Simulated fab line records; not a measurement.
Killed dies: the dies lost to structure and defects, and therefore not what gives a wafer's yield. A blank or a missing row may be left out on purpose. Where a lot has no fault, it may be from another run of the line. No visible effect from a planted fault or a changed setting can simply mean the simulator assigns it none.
A lot that was struck, set against a sound lot | flow n5-finfet | 22 steps out of a route of 1938
Sound: wafers L510.2, L510.3, L510.4. Wafers L517.3, L517.4, L517.6 were the ones struck. The cause is named last.
Per side, at each step with rows, come the tool, then ch with its chambers, and then its first start. Under that, the readings that differ: sound wafers | struck wafers | difference of the means | sigmas: that difference in standard deviations of wafers without a fault.
alike: a reading whose means differ by less than 2 such deviations, as well as words and numbers matching on both sides. not compared: withheld readings; readings where some wafer has no value; bounds like >300 that might hide an equal value; numbers whose values overlap and for which the record gives no deviation.
Wherever a step has rows on one side only, a row that says differs or no value, or a row with sigmas, the two part there. Numbers that don't overlap but have no deviation are shown without sigmas and don't part them. A reading that every wafer of one side lacks parts them only if that side has two wafers or more.

N5_PMOS_HMC_CHANNEL_EPI_OVL_MEAS_10:
  sound on overlay-02 ch 0, day 1 23:20; struck on overlay-02 ch 0, day 3 18:07
  alike: PMOS_HMC_BLK_OVL
N5_PMOS_HMC_CHANNEL_EPI_INSPECT_11: inspects for defects (macro).
  sound on defect-inspect-02, day 1 23:22; struck on defect-inspect-02, day 3 18:08
  alike: raw-defect-count
then, 2 steps without rows for these wafers: N5_PMOS_HMC_CHANNEL_EPI_DESCUM_14 (chemistry O2, time 7.9 s); N5_PMOS_HMC_CHANNEL_EPI_ETCH_32 (etches BARC in N2/H2, stops on SiO2, target depth 85.8 nm, time 50.3 s).
N5_PMOS_HMC_CHANNEL_EPI_HM_OPEN_15: chemistry CHF3/O2, target SiO2, target depth 40.6 nm, time 20.3 s.
  sound on rie-diel-03 ch 1,2,3, day 1 23:42; struck on rie-diel-04 ch 1,2,3, day 3 18:30
  alike: drypump-motor-current-A, oes-product-au, rf-vpp-V, showerhead-plenum-p-Torr, throttle-valve-pct
  not compared: rf-hours-counter-h
N5_PMOS_HMC_CHANNEL_EPI_STRIP_33: strips in N2/H2.
  sound on rie-diel-03 ch 1,2,3, day 1 23:46; struck on rie-diel-04 ch 1,2,3, day 3 18:33
  alike: drypump-motor-current-A, oes-product-au, rf-vpp-V, showerhead-plenum-p-Torr, throttle-valve-pct
  not compared: rf-hours-counter-h
then, 1 step without rows for these wafers: N5_PMOS_HMC_CHANNEL_EPI_STRIP_17 (strips in SPM, time 750 s).
N5_PMOS_HMC_CHANNEL_EPI_ETCH_38: etches SiO2 in CF4, target depth 1.5 nm.
  sound on rie-si-01 ch 1,2,3, day 2 00:04; struck on rie-si-01 ch 1,2,3, day 3 18:52
  alike: drypump-motor-current-A, oes-product-au, throttle-valve-pct
  not compared: rf-hours-counter-h
N5_PMOS_HMC_CHANNEL_EPI_FIN_RECESS_16: chemistry HBr/Cl2, target Si, target depth 54 nm, time 18 s.
  sound on rie-si-01 ch 1,2,3, day 2 00:05; struck on rie-si-01 ch 1,2,3, day 3 18:53
  alike: drypump-motor-current-A, oes-product-au, throttle-valve-pct
  not compared: rf-hours-counter-h
then, 3 steps without rows for these wafers: N5_PMOS_HMC_CHANNEL_EPI_PRECLEAN_36 (cleans in O3/DIW, time 45 s); N5_PMOS_HMC_CHANNEL_EPI_PRECLEAN_18 (cleans in DHF, time 30 s); N5_PMOS_HMC_CHANNEL_EPI_SRD_19 (time 30 s).
N5_PMOS_HMC_CHANNEL_EPI_EPI_20: deposits SiGe30, target thk 59 nm.
  sound on epi-rpcvd-02 ch 0, day 2 00:31; struck on epi-rpcvd-02 ch 0, day 3 19:27
  reading                                                 | sound                | struck               | difference | sigmas
  susceptor-temp-C (C)                                    | 599.49 600.17 599.93 | 593.65 593.45 593.77 | -6.24      | -26
  susceptor_temp_C_max                                    | 601.1 601.7 601.6    | 595.1 595.1 595.4    | -6.3       | -16
  model.SiGe30_of_PMOS_HMC_CHANNEL_EPI_EPI_20.thk-nm (nm) | 59.39 59 58.73       | 52.68 52.35 52.62    | -6.49      |
then, 2 steps without rows for these wafers: N5_PMOS_HMC_CHANNEL_EPI_HM_STRIP_35 (strips SiO2 in dHF, material SiO2, target depth 39.6 nm, time 216 s); N5_PMOS_HMC_CHANNEL_EPI_SRD_39 (time 30 s).
N5_PMOS_HMC_CHANNEL_EPI_CMP_21: polishes SiGe30, target thk 54 nm.
  sound on cmp-01 ch 0,1,2, day 2 02:01; struck on cmp-01 ch 2,3, day 3 20:25
  alike: motor-current-A
N5_PMOS_HMC_CHANNEL_EPI_THK_MEAS_22:
  sound on film-metro-02, day 2 02:17; struck on film-metro-01, day 3 20:41
  reading          | sound          | struck         | difference | sigmas
  HMC_CMP_THK (nm) | 54.9 53.5 54.6 | 52.6 52.3 52.6 | -1.8       | -2
then, 1 step without rows for these wafers: N5_PMOS_HMC_CHANNEL_EPI_PRECLEAN_40 (cleans in DHF, time 30 s).
N5_PMOS_HMC_CHANNEL_EPI_PRECLEAN_37: cleans in O3/DIW, time 45 s.
  sound on wet-bench-06 ch 3,6,7, day 2 02:19; struck on wet-bench-01 ch 4,5,7, day 3 20:43
  reading                                                 | sound             | struck            | difference | sigmas
  model.SiGe30_of_PMOS_HMC_CHANNEL_EPI_EPI_20.thk-nm (nm) | 53.13 53.33 53.35 | 51.92 51.59 51.86 | -1.48      |
then, 1 step without rows for these wafers: N5_PMOS_HMC_CHANNEL_EPI_PRECLEAN_24 (cleans in DHF, time 30 s).
-- a jump in the record: the struck wafers' starts before and after are 6 days apart (it breaks off in module PMOS_HMC_CHANNEL_EPI and resumes in module BEOL_M4, where the first step shown is number 1111 of the route) --
N5_BEOL_M4_RC_MEAS_101:
  sound on prober-01 ch 0, day 8 07:38; struck on prober-01 ch 0, day 10 04:33
  reading   | sound          | struck         | difference | sigmas
  VT_P (mV) | -245 -255 -249 | -241 -243 -244 | +7         | +2
  alike: DIBL_N, DIBL_P, IOFF_N, IOFF_P, ION_N, ION_P, SS_N, SS_P, VT_N
next, for these wafers, 1 step has no rows: N5_PASSIVATION_PROBE_49.

WHERE THEY PART
First at N5_PMOS_HMC_CHANNEL_EPI_EPI_20; last, within this record, at N5_BEOL_M4_RC_MEAS_101.

WHY: the cause the simulator had injected
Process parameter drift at N5_PMOS_HMC_CHANNEL_EPI_EPI_20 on epi-rpcvd-02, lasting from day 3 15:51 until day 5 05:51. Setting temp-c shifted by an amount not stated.
